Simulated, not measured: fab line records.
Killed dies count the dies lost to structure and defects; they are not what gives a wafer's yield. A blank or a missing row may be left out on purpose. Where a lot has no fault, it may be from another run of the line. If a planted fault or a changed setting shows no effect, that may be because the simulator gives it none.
One fault seen from 2 desks || flow n5-finfet || every desk sees just its own numbers, and what lay behind them comes last

## TOOL OWNER'S DESK, litho-track-02
The tool's own readings at N5_SD_EPI_P_COAT_35 (time 60 s, resist thk 35 nm): means of the sampled wafers that have a number, for each lot that ran on this tool. Marked OUT: a lot whose mean sits more than 4 standard deviations from the usual mean, which makes it out of limits; the brackets give that distance.
Columns: A = chill-plate-temp-C at N5_SD_EPI_P_COAT_35, usual 23.03 C; B = spin-speed-rpm at N5_SD_EPI_P_COAT_35, usual 1500.1 rpm
{"lot": "L880", "first seen here": "day 3 05:09", "A": 23.13, "B": 1500.3}
{"lot": "L886", "first seen here": "day 4 17:10", "A": 23.07, "B": 1499.3}
{"lot": "L887", "first seen here": "day 5 00:46", "A": 22.96, "B": 1499.3}
{"lot": "L895", "first seen here": "day 6 21:58", "A": 23.10, "B": "733.0 (-99 or more) OUT"}
{"lot": "L896", "first seen here": "day 7 07:38", "A": 23.10, "B": "733.2 (-99 or more) OUT"}
This desk's finding: out of limits on L895, L896; first on L895, day 6 21:58 (spin-speed-rpm at N5_SD_EPI_P_COAT_35). In limits: L880, L886, L887.

## THE METROLOGY DESK
Means of the sampled wafers that have a number, per lot and without regard to the tool the lot ran on: this is what the gauges read. Marked OUT: a lot whose mean sits more than 4 standard deviations from the usual mean, which makes it out of limits; the brackets give that distance. Shown here are 7 of its 10 readings, the ones lying furthest out on some lot.
Columns: A = DIBL_N at N5_BEOL_M4_RC_MEAS_101, usual 37.2 mV/V; B = DIBL_P at N5_BEOL_M4_RC_MEAS_101, usual 37.3 mV/V; C = IOFF_N at N5_BEOL_M4_RC_MEAS_101, usual 0.18 nA/um; D = ION_P at N5_BEOL_M4_RC_MEAS_101, usual 466 uA/um; E = SS_N at N5_BEOL_M4_RC_MEAS_101, usual 71.8 mV/dec; F = VT_N at N5_BEOL_M4_RC_MEAS_101, usual 249 mV; G = VT_P at N5_BEOL_M4_RC_MEAS_101, usual -248 mV
{"lot": "L880", "first seen here": "day 8 08:06", "A": 37.0, "B": 37.0, "C": 0.17, "D": 467, "E": 71.4, "F": 248, "G": -249}
{"lot": "L886", "first seen here": "day 9 18:03", "A": 35.2, "B": 35.0, "C": 0.14, "D": 464, "E": 71.3, "F": 251, "G": -249}
{"lot": "L887", "first seen here": "day 9 18:40", "A": 36.3, "B": 37.5, "C": 0.16, "D": 465, "E": 71.2, "F": 251, "G": -252}
{"lot": "L895", "first seen here": "day 11 21:05", "A": 38.0, "B": 38.6, "C": 0.17, "D": 452, "E": 71.8, "F": 250, "G": -254}
{"lot": "L894", "first seen here": "day 12 04:55", "A": 38.5, "B": 37.9, "C": 0.19, "D": 468, "E": 72.0, "F": 248, "G": -247}
{"lot": "L896", "first seen here": "day 12 07:14", "A": 35.8, "B": 36.8, "C": 0.15, "D": 471, "E": 71.1, "F": 253, "G": -247}
{"lot": "L900", "first seen here": "day 14 01:07", "A": 37.2, "B": 35.7, "C": 0.16, "D": 467, "E": 71.6, "F": 249, "G": -249}
{"lot": "L903", "first seen here": "day 15 00:02", "A": 37.8, "B": 37.3, "C": 0.19, "D": 464, "E": 72.1, "F": 250, "G": -247}
This desk found nothing out of limits on any of the 8 lots.

## TAKEN TOGETHER
At day 6 21:58, on L895, L896, the tool owner's desk was in a position to raise an alarm.
Metrology desk: nothing out of limits seen.
The metrology desk has L895, L896 on record, within its limits.
On litho-track-02, each named lot ran N5_SD_EPI_P_COAT_35.

## WHAT THE SIMULATOR HAD PUT IN
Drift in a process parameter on litho-track-02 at N5_SD_EPI_P_COAT_35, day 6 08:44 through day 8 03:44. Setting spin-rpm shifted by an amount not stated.
Lots struck among those shown: L895, L896.
Time in hours from fault onset to the first out-of-limits reading at each desk: the tool owner's desk, 13.
